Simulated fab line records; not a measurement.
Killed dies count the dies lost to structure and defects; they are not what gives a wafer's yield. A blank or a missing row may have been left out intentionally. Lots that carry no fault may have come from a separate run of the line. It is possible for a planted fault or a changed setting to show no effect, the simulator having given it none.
Matching of chambers / flow nandHarc / NHARC_P_M1_ETCH_35 on rieDiel-03: 4 sister chambers
The step etches the open film in N2/H2, target depth 40 nm, overetch 12 nm, time 43.94 s. 8 wafers are shown with their chamber, then 7 later ones without.

== WAFERS WITH THEIR CHAMBER ==
wafer=L246.3; chamber=0; drypumpMotorCurrentA (A)=5.3; rfVppV (V)=433.2
wafer=L247.1; chamber=0; drypumpMotorCurrentA (A)=5.3; rfVppV (V)=431.2
wafer=L247.3; chamber=3; drypumpMotorCurrentA (A)=5.4; rfVppV (V)=427.5
wafer=L249.1; chamber=3; drypumpMotorCurrentA (A)=5.4; rfVppV (V)=425.6
wafer=L249.3; chamber=2; drypumpMotorCurrentA (A)=5.8; rfVppV (V)=432.5
wafer=L249.5; chamber=1; drypumpMotorCurrentA (A)=6.3; rfVppV (V)=425.3
wafer=L251.1; chamber=2; drypumpMotorCurrentA (A)=5.8; rfVppV (V)=433.2
wafer=L251.5; chamber=1; drypumpMotorCurrentA (A)=6.2; rfVppV (V)=426.9

== WAFERS WITHOUT THEIR CHAMBER ==
wafer=L251.6; drypumpMotorCurrentA (A)=5.3; rfVppV (V)=432.6
wafer=L262.1; drypumpMotorCurrentA (A)=5.8; rfVppV (V)=433.4
wafer=L262.2; drypumpMotorCurrentA (A)=6.2; rfVppV (V)=426.8
wafer=L262.3; drypumpMotorCurrentA (A)=5.4; rfVppV (V)=429.1
wafer=L265.2; drypumpMotorCurrentA (A)=5.4; rfVppV (V)=426.7
wafer=L265.3; drypumpMotorCurrentA (A)=6.3; rfVppV (V)=426.5
wafer=L265.6; drypumpMotorCurrentA (A)=5.3; rfVppV (V)=432.2

== EACH ONE'S CHAMBER ==
wafer=L251.6; from the rows above=0; in truth=0
wafer=L262.1; from the rows above=2; in truth=2
wafer=L262.2; from the rows above=1; in truth=1
wafer=L262.3; from the rows above=can't be placed: 3 or 0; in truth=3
wafer=L265.2; from the rows above=3; in truth=3
wafer=L265.3; from the rows above=1; in truth=1
wafer=L265.6; from the rows above=0; in truth=0
Correctly placed: 6 of 7. Unplaceable from these rows: 1, with the true chamber sitting among the candidates in 1. Number placed wrongly: 0.
How it was worked out, from the rows above alone: a wafer's distance from a chamber is the root of the sum, over the readings, of the square of ((its reading less the chamber's mean) divided by the reading's scatter). The wafer belongs to the nearest chamber; if the next one is less than 2 further off, it can't be placed. For every chamber, the mean is computed from those of its wafers that are shown. The scatter: take each reading less its chamber's mean, square it, sum over the shown wafers, divide by the number of wafers less the number of chambers, and take the root.
